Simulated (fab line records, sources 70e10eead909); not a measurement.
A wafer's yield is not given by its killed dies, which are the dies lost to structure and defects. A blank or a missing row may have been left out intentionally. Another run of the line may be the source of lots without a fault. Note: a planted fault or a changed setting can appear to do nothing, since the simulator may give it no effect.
Commonality check across tools | flow nand harc | 2 lots and 6 wafers in the sample

## THE REASON FOR OPENING IT
On 2 of the 2 lots, a flag is raised at NHARC_END_SORT_01 on the reading killed dies. Wafers without a fault read 57, standard deviation 17.
Rule: a lot is flagged when every wafer of it that has a number lies more than 4 standard deviations from that mean, or none has a number. As for the other lots, they are considered sound.

lot  | measured     | on        | killed dies, wafer by wafer | flag
L603 | day 30 12:46 | prober-02 | 677 677 677                 | FLAGGED
L604 | day 31 08:42 | prober-02 | 677 677 677                 | FLAGGED
The mean of the flagged lots' numbers is 677, +620 from the usual (+36 standard deviations).

## EACH LOT AND THE TOOL IT RAN ON
2 process steps preceding the reading are held in the record, out of 1302 steps in the route. Read each cell as the tool, then ch plus the chambers that the sampled wafers visited, then the start.
lot  | flag    | NHARC_A_CHANNEL_HOLE_D2_ETCH_39               | NHARC_A_CHANNEL_HOLE_D2_ETCH_34
L603 | FLAGGED | rie diel-02 ch 0,1,3, day 19 12:06 or earlier | rie diel-02 ch 2,3, day 19 12:06
L604 | FLAGGED | rie diel-02 ch 0,1,3, day 19 20:32 or earlier | rie diel-02 ch 0,2, day 19 20:32
These steps, and what they do:
- NHARC_A_CHANNEL_HOLE_D2_ETCH_39: etches the open film in N2/H2, target depth 260 nm, time 325 s.
- NHARC_A_CHANNEL_HOLE_D2_ETCH_34: etches the open film in CF4/CHF3, target depth 154 nm, time 77 s.
- NHARC_END_SORT_01

## FLAGGED OVER TOTAL, TOOL BY TOOL (the gauges that took the reading come last)
step                            | tool        | lots run | flagged | share of the flagged lots | sound lots run after its first flagged lot
NHARC_A_CHANNEL_HOLE_D2_ETCH_39 | rie diel-02 | 2        | 2       | all                       | 0
NHARC_A_CHANNEL_HOLE_D2_ETCH_34 | rie diel-02 | 2        | 2       | all                       | 0
NHARC_END_SORT_01               | prober-02   | 2        | 2       | all                       | 0
Because NHARC_A_CHANNEL_HOLE_D2_ETCH_39 lacks a start for some lots, the hours and order of its lots are taken from NHARC_A_CHANNEL_HOLE_D2_ETCH_34.

## WHAT IS ALLOWED BY THE TABLE
rie diel-02 at NHARC_A_CHANNEL_HOLE_D2_ETCH_39, rie diel-02 at NHARC_A_CHANNEL_HOLE_D2_ETCH_34 and prober-02 at NHARC_END_SORT_01: these 3 rows of the table ran every flagged lot.
- rie diel-02 at NHARC_A_CHANNEL_HOLE_D2_ETCH_39 ran 2 lots, 2 of them flagged. With no sound lot run before its first flagged lot in this sample, there is nothing to narrow down the start.
- rie diel-02 at NHARC_A_CHANNEL_HOLE_D2_ETCH_34 ran 2 lots, 2 of them flagged. With no sound lot run before its first flagged lot in this sample, there is nothing to narrow down the start.
- prober-02 at NHARC_END_SORT_01 ran 2 lots, 2 of them flagged. With no sound lot run before its first flagged lot in this sample, there is nothing to narrow down the start.
Because each of these 2 tools fits a fault that began at some hour, counting lots does not separate them. More lots, or a look at what each step does to the wafer, might.

## WHAT THE SIMULATOR HAD INSERTED
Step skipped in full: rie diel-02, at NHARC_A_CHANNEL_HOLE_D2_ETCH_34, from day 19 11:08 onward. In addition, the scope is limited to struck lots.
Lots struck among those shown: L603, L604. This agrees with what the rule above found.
